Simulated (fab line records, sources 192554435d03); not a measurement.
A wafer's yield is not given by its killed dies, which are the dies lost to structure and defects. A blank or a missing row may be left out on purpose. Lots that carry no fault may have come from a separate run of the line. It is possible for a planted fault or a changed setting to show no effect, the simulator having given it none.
Which tool did it? :: flow n5 finfet :: Sampling: 21 lots, 63 wafers, 2 of 1938 route steps

== WHAT EACH GAUGE READ, for each wafer ==
N5_HKMG_FIN_CD_MEAS_12 targets a cd of 92.8 nm. Usual: 92.8 nm for cd nm, sd 0.8.
lot: L074
measured: day 4 04:03
on: cd sem-03
cd nm (nm): 92.7 93.5 91.8
flag: 

lot: L075
measured: day 4 08:59
on: cd sem-02
cd nm (nm): 93.9 93.0 92.9
flag: 

lot: L076
measured: day 4 14:59
on: cd sem-03
cd nm (nm): 92.1 91.8 91.7
flag: 

lot: L077
measured: day 4 23:56
on: cd sem-02
cd nm (nm): 94.1 94.0 94.7
flag: 

lot: L078
measured: day 5 08:01
on: cd sem-03
cd nm (nm): 93.4 92.5 92.3
flag: 

lot: L080
measured: day 5 22:47
on: cd sem-03
cd nm (nm): 93.0 93.3 94.0
flag: 

lot: L081
measured: day 6 05:47
on: cd sem-02
cd nm (nm): 92.9 94.2 93.0
flag: 

lot: L083
measured: day 6 10:22
on: cd sem-01
cd nm (nm): 92.2 92.7 92.4
flag: 

lot: L084
measured: day 6 15:22
on: cd sem-02
cd nm (nm): 92.4 93.9 92.6
flag: 

lot: L085
measured: day 6 20:02
on: cd sem-02
cd nm (nm): 93.5 93.5 92.2
flag: 

lot: L087
measured: day 7 08:08
on: cd sem-03
cd nm (nm): 92.5 92.6 93.0
flag: 

lot: L088
measured: day 7 12:52
on: cd sem-03
cd nm (nm): 91.3 91.9 92.0
flag: 

lot: L089
measured: day 7 18:35
on: cd sem-01
cd nm (nm): 94.2 92.4 93.6
flag: 

lot: L090
measured: day 8 00:58
on: cd sem-02
cd nm (nm): 93.4 93.0 93.4
flag: 

lot: L091
measured: day 8 06:44
on: cd sem-01
cd nm (nm): 91.9 92.4 92.3
flag: 

lot: L092
measured: day 8 17:26
on: cd sem-03
cd nm (nm): 93.8 92.9 93.1
flag: 

lot: L093
measured: day 8 18:30
on: cd sem-02
cd nm (nm): 92.9 92.2 93.3
flag: 

lot: L094
measured: day 9 07:15
on: cd sem-01
cd nm (nm): 92.4 91.6 91.9
flag: 

lot: L095
measured: day 9 09:23
on: cd sem-01
cd nm (nm): 92.7 91.8 91.4
flag: 

lot: L096
measured: day 9 14:03
on: cd sem-02
cd nm (nm): 92.1 92.5 93.3
flag: 

lot: L097
measured: day 9 21:25
on: cd sem-01
cd nm (nm): 91.7 92.6 93.1
flag: 

== WHAT TOOL EACH LOT RAN ON (gives the tool, then ch and the chambers of the sampled wafers, and finally the start) ==
lot: L074
N5_SDB_DESCUM_16: rie diel-01 ch 2,3, day 3 19:14

lot: L075
N5_SDB_DESCUM_16: rie diel-01 ch 0,1,3, day 3 23:29

lot: L076
N5_SDB_DESCUM_16: rie diel-01 ch 0,2,3, day 4 05:53

lot: L077
N5_SDB_DESCUM_16: rie diel-04 ch 0,2,3, day 4 14:08

lot: L078
N5_SDB_DESCUM_16: rie diel-01 ch 2,3, day 4 23:02

lot: L080
N5_SDB_DESCUM_16: rie diel-01 ch 1,2, day 5 13:49

lot: L081
N5_SDB_DESCUM_16: rie diel-04 ch 0,2, day 5 21:03

lot: L083
N5_SDB_DESCUM_16: rie diel-01 ch 1,2,3, day 6 00:53

lot: L084
N5_SDB_DESCUM_16: rie diel-05 ch 1,2,3, day 6 06:35

lot: L085
N5_SDB_DESCUM_16: rie diel-04 ch 1,2,3, day 6 10:49

lot: L087
N5_SDB_DESCUM_16: rie diel-04 ch 1,2,3, day 6 22:55

lot: L088
N5_SDB_DESCUM_16: rie diel-05 ch 1,2,3, day 7 04:11

lot: L089
N5_SDB_DESCUM_16: rie diel-05 ch 2,3, day 7 10:05

lot: L090
N5_SDB_DESCUM_16: rie diel-01 ch 1,2, day 7 16:11

lot: L091
N5_SDB_DESCUM_16: rie diel-05 ch 0,1,3, day 7 21:45

lot: L092
N5_SDB_DESCUM_16: rie diel-01 ch 0,2,3, day 8 07:15

lot: L093
N5_SDB_DESCUM_16: rie diel-04 ch 2,3, day 8 09:25

lot: L094
N5_SDB_DESCUM_16: rie diel-01 ch 0,1,2, day 8 21:55

lot: L095
N5_SDB_DESCUM_16: rie diel-04 ch 1,2,3, day 9 00:36

lot: L096
N5_SDB_DESCUM_16: rie diel-05 ch 0,1,3, day 9 05:02

lot: L097
N5_SDB_DESCUM_16: rie diel-05 ch 1,2,3, day 9 12:31
- N5_SDB_DESCUM_16: chemistry O2, time 7.9 s.

== AS READ BY THE TOOLS THEMSELVES (means over the sampled wafers that have a number; for cases with no such wafer, the mark the record gives instead) ==
N5_SDB_DESCUM_16. Usual: bias power w 20.00 W, standard deviation 0.059; drypump motor current A 5.6 A, standard deviation 0.51; oes product au 0.79 a.u., standard deviation 0.087; rf vpp V 243.0 V, standard deviation 1.2; showerhead plenum p Torr 2.09 Torr, standard deviation 0.057; throttle valve pct 20.19 %, standard deviation 0.2.
lot: L074
tool: rie diel-01
bias power w (W): 19.97
drypump motor current A (A): 5.4
oes product au (a.u.): 0.76
rf vpp V (V): 241.0
showerhead plenum p Torr (Torr): 2.02
throttle valve pct (%): 20.21
flag: 

lot: L075
tool: rie diel-01
bias power w (W): 19.98
drypump motor current A (A): 5.4
oes product au (a.u.): 0.80
rf vpp V (V): 243.9
showerhead plenum p Torr (Torr): 2.12
throttle valve pct (%): 20.29
flag: 

lot: L076
tool: rie diel-01
bias power w (W): 19.95
drypump motor current A (A): 5.4
oes product au (a.u.): 0.77
rf vpp V (V): 242.5
showerhead plenum p Torr (Torr): 2.05
throttle valve pct (%): 20.26
flag: 

lot: L077
tool: rie diel-04
bias power w (W): 19.96
drypump motor current A (A): 5.7
oes product au (a.u.): 0.73
rf vpp V (V): 244.1
showerhead plenum p Torr (Torr): 2.11
throttle valve pct (%): 20.11
flag: 

lot: L078
tool: rie diel-01
bias power w (W): 20.04
drypump motor current A (A): 5.3
oes product au (a.u.): 0.75
rf vpp V (V): 242.0
showerhead plenum p Torr (Torr): 2.02
throttle valve pct (%): 20.21
flag: 

lot: L080
tool: rie diel-01
bias power w (W): 19.99
drypump motor current A (A): 5.2
oes product au (a.u.): 0.70
rf vpp V (V): 242.9
showerhead plenum p Torr (Torr): 2.07
throttle valve pct (%): 20.35
flag: 

lot: L081
tool: rie diel-04
bias power w (W): 19.97
drypump motor current A (A): 5.2
oes product au (a.u.): 0.73
rf vpp V (V): 242.9
showerhead plenum p Torr (Torr): 2.08
throttle valve pct (%): 19.99
flag: 

lot: L083
tool: rie diel-01
bias power w (W): 20.00
drypump motor current A (A): 5.3
oes product au (a.u.): 0.77
rf vpp V (V): 242.8
showerhead plenum p Torr (Torr): 2.08
throttle valve pct (%): 20.24
flag: 

lot: L084
tool: rie diel-05
bias power w (W): 19.99
drypump motor current A (A): 5.7
oes product au (a.u.): 0.90
rf vpp V (V): 242.9
showerhead plenum p Torr (Torr): 2.06
throttle valve pct (%): 19.97
flag: 

lot: L085
tool: rie diel-04
bias power w (W): 19.98
drypump motor current A (A): 5.9
oes product au (a.u.): 0.79
rf vpp V (V): 243.7
showerhead plenum p Torr (Torr): 2.12
throttle valve pct (%): 20.13
flag: 

lot: L087
tool: rie diel-04
bias power w (W): 19.95
drypump motor current A (A): 5.9
oes product au (a.u.): 0.79
rf vpp V (V): 244.0
showerhead plenum p Torr (Torr): 2.12
throttle valve pct (%): 20.14
flag: 

lot: L088
tool: rie diel-05
bias power w (W): 19.98
drypump motor current A (A): 5.7
oes product au (a.u.): 0.87
rf vpp V (V): 242.6
showerhead plenum p Torr (Torr): 2.06
throttle valve pct (%): 19.98
flag: 

lot: L089
tool: rie diel-05
bias power w (W): 19.97
drypump motor current A (A): 5.3
oes product au (a.u.): 0.83
rf vpp V (V): 242.2
showerhead plenum p Torr (Torr): 2.08
throttle valve pct (%): 19.99
flag: 

lot: L090
tool: rie diel-01
bias power w (W): 19.97
drypump motor current A (A): 5.2
oes product au (a.u.): 0.70
rf vpp V (V): 242.1
showerhead plenum p Torr (Torr): 2.06
throttle valve pct (%): 20.37
flag: 

lot: L091
tool: rie diel-05
bias power w (W): 20.00
drypump motor current A (A): 5.6
oes product au (a.u.): 0.88
rf vpp V (V): 242.5
showerhead plenum p Torr (Torr): 2.06
throttle valve pct (%): 20.07
flag: 

lot: L092
tool: rie diel-01
bias power w (W): 20.06
drypump motor current A (A): 5.4
oes product au (a.u.): 0.75
rf vpp V (V): 242.0
showerhead plenum p Torr (Torr): 2.04
throttle valve pct (%): 20.30
flag: 

lot: L093
tool: rie diel-04
bias power w (W): 19.95
drypump motor current A (A): 5.5
oes product au (a.u.): 0.73
rf vpp V (V): 243.4
showerhead plenum p Torr (Torr): 2.11
throttle valve pct (%): 20.03
flag: 

lot: L094
tool: rie diel-01
bias power w (W): 19.95
drypump motor current A (A): 5.2
oes product au (a.u.): 0.71
rf vpp V (V): 242.3
showerhead plenum p Torr (Torr): 2.09
throttle valve pct (%): 20.44
flag: 

lot: L095
tool: rie diel-04
bias power w (W): 20.02
drypump motor current A (A): 5.9
oes product au (a.u.): 0.78
rf vpp V (V): 243.6
showerhead plenum p Torr (Torr): 2.12
throttle valve pct (%): 20.15
flag: 

lot: L096
tool: rie diel-05
bias power w (W): 20.03
drypump motor current A (A): 5.6
oes product au (a.u.): 0.86
rf vpp V (V): 242.7
showerhead plenum p Torr (Torr): 2.06
throttle valve pct (%): 20.09
flag: 

lot: L097
tool: rie diel-05
bias power w (W): 19.97
drypump motor current A (A): 5.7
oes product au (a.u.): 0.85
rf vpp V (V): 243.1
showerhead plenum p Torr (Torr): 2.05
throttle valve pct (%): 20.00
flag: 

== THE ANSWER, worked out from the rows above alone ==
Rule: lot off if the mean of its wafers having a number is beyond 3 standard deviations from the usual mean. Also off: a lot with no number at a reading for which 4 or more lots have one. All remaining lots with rows at the step are treated as sound. After the gauges, taken in route order, come the tools' own readings; for these a lot's mean is taken, as printed above. The first step at which some lot is off is used, and at that step the reading that is off furthest; a lot without a number counts as furthest.
Across all readings shown, no lot is off: no conclusion can be drawn from this.

== WHAT THE SIMULATOR HAD PUT IN ==
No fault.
